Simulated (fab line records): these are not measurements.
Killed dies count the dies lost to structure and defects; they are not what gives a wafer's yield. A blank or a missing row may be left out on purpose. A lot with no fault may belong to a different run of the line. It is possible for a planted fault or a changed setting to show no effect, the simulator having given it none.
Which tool did it? -- flow n5-finfet -- 31 wafers from 11 lots sampled at 4 of the route's 1938 steps

WHAT THE GAUGES SHOWED, per wafer
The record lacks any reading of a measuring or inspecting step that a usual standard deviation could be used to judge.

TOOL THAT RAN EACH LOT (tool first, then ch and the chambers of the sampled wafers, then the start)
lot,N5_BEOL_M5_ANNEAL_82,N5_BEOL_M6_PECVD_70,N5_BEOL_M6_ETCH_62,N5_BEOL_M6_STRIP_19
L533,"pvd-sputter-01, day 8 10:11","pecvd-02 ch 0,1, day 8 15:05","rie-diel-03 ch 0,2, day 8 17:47","rie-diel-03 ch 0,1,3, day 8 18:13"
L532,"pvd-sputter-03, day 8 12:25","pecvd-02 ch 0,1,2, day 8 17:22","rie-diel-02 ch 0,1,3, day 8 18:09","rie-diel-03 ch 1,2, day 8 18:27"
L534,"pvd-sputter-03, day 8 17:08","pecvd-03 ch 0,1,2, day 8 22:02","rie-diel-02 ch 0,1,3, day 9 00:10","rie-diel-04 ch 0,3, day 9 00:28"
L541,"pvd-sputter-03, day 10 05:43","pecvd-04 ch 1,2, day 10 11:05","rie-diel-04 ch 0,2,3, day 10 12:46","rie-diel-02 ch 0,1, day 10 13:04"
L540,"pvd-sputter-02, day 10 13:10","pecvd-04 ch 1,2, day 10 18:05","rie-diel-04 ch 2,3, day 10 20:22","rie-diel-02 ch 0,3, day 10 20:40"
L543,"pvd-sputter-03, day 11 04:34","pecvd-02 ch 1,2, day 11 10:27","rie-diel-02 ch 0,1,2, day 11 11:13","rie-diel-04 ch 0,3, day 11 11:36"
L545,"pvd-sputter-03, day 11 12:43","pecvd-02 ch 0,2, day 11 17:40","rie-diel-03 ch 0,1,2, day 11 20:03","rie-diel-03 ch 0,1,2, day 11 20:25"
L551,"pvd-sputter-02, day 12 15:35","pecvd-02 ch 0,1, day 12 20:34","rie-diel-02 ch 2,3, day 12 22:07","rie-diel-04 ch 1,2, day 12 22:24"
L548,"pvd-sputter-03, day 12 16:38","pecvd-03 ch 0,1, day 12 21:34","rie-diel-03 ch 2,3, day 13 02:07","rie-diel-02 ch 2,3, day 13 02:25"
L553,"pvd-sputter-02, day 13 16:26","pecvd-02 ch 1, day 13 21:37","rie-diel-04 ch 1,2, day 13 22:40","rie-diel-04 ch 1,2, day 13 22:58"
L555,"pvd-sputter-02, day 14 00:12","pecvd-04 ch 0,2, day 14 05:10","rie-diel-02 ch 0,1,2, day 14 06:36","rie-diel-02 ch 1,2,3, day 14 06:53"
- N5_BEOL_M5_ANNEAL_82: time 1800 s.
- N5_BEOL_M6_PECVD_70: deposits SiO2 from TEOS/O2, target thk 20 nm, time 22.7 s.
- N5_BEOL_M6_ETCH_62: etches SOC in N2/H2, target depth 110 nm, overetch 22 nm, time 165 s.
- N5_BEOL_M6_STRIP_19: strips in O2.

WHAT THE TOOLS THEMSELVES READ (means of the sampled wafers that have a number; where no wafer has one, the mark that the record gives instead)
N5_BEOL_M5_ANNEAL_82. Usual: 818 W for heater-power-w, sd 60.
lot,tool,heater-power-w (W),flag
L533,pvd-sputter-01,845,
L532,pvd-sputter-03,784,
L534,pvd-sputter-03,771,
L541,pvd-sputter-03,773,
L540,pvd-sputter-02,795,
L543,pvd-sputter-03,794,
L545,pvd-sputter-03,793,
L551,pvd-sputter-02,838,
L548,pvd-sputter-03,798,
L553,pvd-sputter-02,770,
L555,pvd-sputter-02,802,

N5_BEOL_M6_PECVD_70. Usual: chamber-pressure-Torr 5.498 Torr, standard deviation 0.012; heater-power-w 740 W, standard deviation 120; showerhead-plenum-p-Torr 8.77 Torr, standard deviation 0.056; throttle-valve-pct 22.6 %, standard deviation 1.3.
lot,tool,chamber-pressure-Torr (Torr),heater-power-w (W),showerhead-plenum-p-Torr (Torr),throttle-valve-pct (%),flag
L533,pecvd-02,5.499,601,8.71,22.0,
L532,pecvd-02,5.496,716,8.76,22.1,
L534,pecvd-03,5.494,762,8.79,24.1,
L541,pecvd-04,5.504,766,8.74,22.4,
L540,pecvd-04,5.500,648,8.80,22.2,
L543,pecvd-02,5.503,871,8.74,21.6,
L545,pecvd-02,5.498,710,8.81,22.3,
L551,pecvd-02,5.501,618,8.75,22.2,
L548,pecvd-03,5.482,809,8.79,23.5,
L553,pecvd-02,5.487,728,8.67,21.6,
L555,pecvd-04,5.503,679,8.79,22.9,

N5_BEOL_M6_ETCH_62. Usual: drypump-motor-current-A 5.6 A, standard deviation 0.52; oes-product-au 0.70 a.u., standard deviation 0.063; rf-vpp-V 524.7 V, standard deviation 2.4; showerhead-plenum-p-Torr 2.57 Torr, standard deviation 0.079; throttle-valve-pct 17.73 %, standard deviation 0.22.
lot,tool,drypump-motor-current-A (A),oes-product-au (a.u.),rf-vpp-V (V),showerhead-plenum-p-Torr (Torr),throttle-valve-pct (%),flag
L533,rie-diel-03,5.8,0.76,526.9,2.62,17.68,
L532,rie-diel-02,5.3,0.71,525.5,2.60,17.67,
L534,rie-diel-02,5.3,0.70,525.2,2.60,17.68,
L541,rie-diel-04,5.7,0.71,524.1,2.58,17.73,
L540,rie-diel-04,5.6,0.67,525.4,2.60,17.79,
L543,rie-diel-02,5.6,0.72,525.0,2.58,17.63,
L545,rie-diel-03,5.7,0.72,526.0,2.58,17.62,
L551,rie-diel-02,5.1,0.66,522.0,2.50,17.77,
L548,rie-diel-03,5.2,0.69,521.9,2.49,17.67,
L553,rie-diel-04,6.2,0.62,524.9,2.58,18.11,
L555,rie-diel-02,5.5,0.69,524.9,2.57,17.67,

N5_BEOL_M6_STRIP_19. Usual: drypump-motor-current-A 5.5 A, standard deviation 0.55; oes-product-au 0.82 a.u., standard deviation 0.078; rf-vpp-V 3.7 V, standard deviation 0.63; showerhead-plenum-p-Torr 2.12 Torr, standard deviation 0.068; temp-c 40.02 C, standard deviation 0.11; throttle-valve-pct 16.56 %, standard deviation 0.18.
lot,tool,drypump-motor-current-A (A),oes-product-au (a.u.),rf-vpp-V (V),showerhead-plenum-p-Torr (Torr),temp-c (C),throttle-valve-pct (%),flag
L533,rie-diel-03,5.5,0.83,3.8,2.15,39.94,16.59,
L532,rie-diel-03,5.5,0.95,3.7,2.09,39.98,16.32,
L534,rie-diel-04,5.7,0.93,4.2,2.11,40.03,16.46,
L541,rie-diel-02,5.8,0.88,3.8,2.20,40.01,16.46,
L540,rie-diel-02,5.7,0.84,3.1,2.18,40.00,16.55,
L543,rie-diel-04,5.5,0.85,3.7,2.16,40.14,16.50,
L545,rie-diel-03,5.7,0.86,4.3,2.13,40.01,16.46,
L551,rie-diel-04,6.2,0.73,3.8,2.12,40.58,16.93,OFF
L548,rie-diel-02,5.0,0.76,4.3,2.05,39.98,16.65,
L553,rie-diel-04,6.2,0.72,3.5,2.12,40.52,16.94,OFF
L555,rie-diel-02,5.0,0.77,3.4,2.06,40.00,16.59,

THE ANSWER, worked out from the rows above alone
Rule: a lot is off if the mean of its wafers that have a number lies more than 3 standard deviations from the usual mean. Also off: a lot with no number at a reading for which 4 or more lots have one. All remaining lots with rows at the step are treated as sound. First the gauges in route order, then the tools' own readings, where a lot's mean is used as printed above. At the first step where some lot is off, the reading lying furthest off is the one used; lots without a number count as furthest.
Off, at N5_BEOL_M6_STRIP_19 on temp-c: L551, L553.
If a tool, at that step or one of the process steps before it, ran each lot that is off and ran no sound lot following the first of them, it fits. Undecided on this evidence; 2 tools fit (pecvd-02 at N5_BEOL_M6_PECVD_70, rie-diel-04 at N5_BEOL_M6_STRIP_19).

WHAT WAS PUT IN BY THE SIMULATOR
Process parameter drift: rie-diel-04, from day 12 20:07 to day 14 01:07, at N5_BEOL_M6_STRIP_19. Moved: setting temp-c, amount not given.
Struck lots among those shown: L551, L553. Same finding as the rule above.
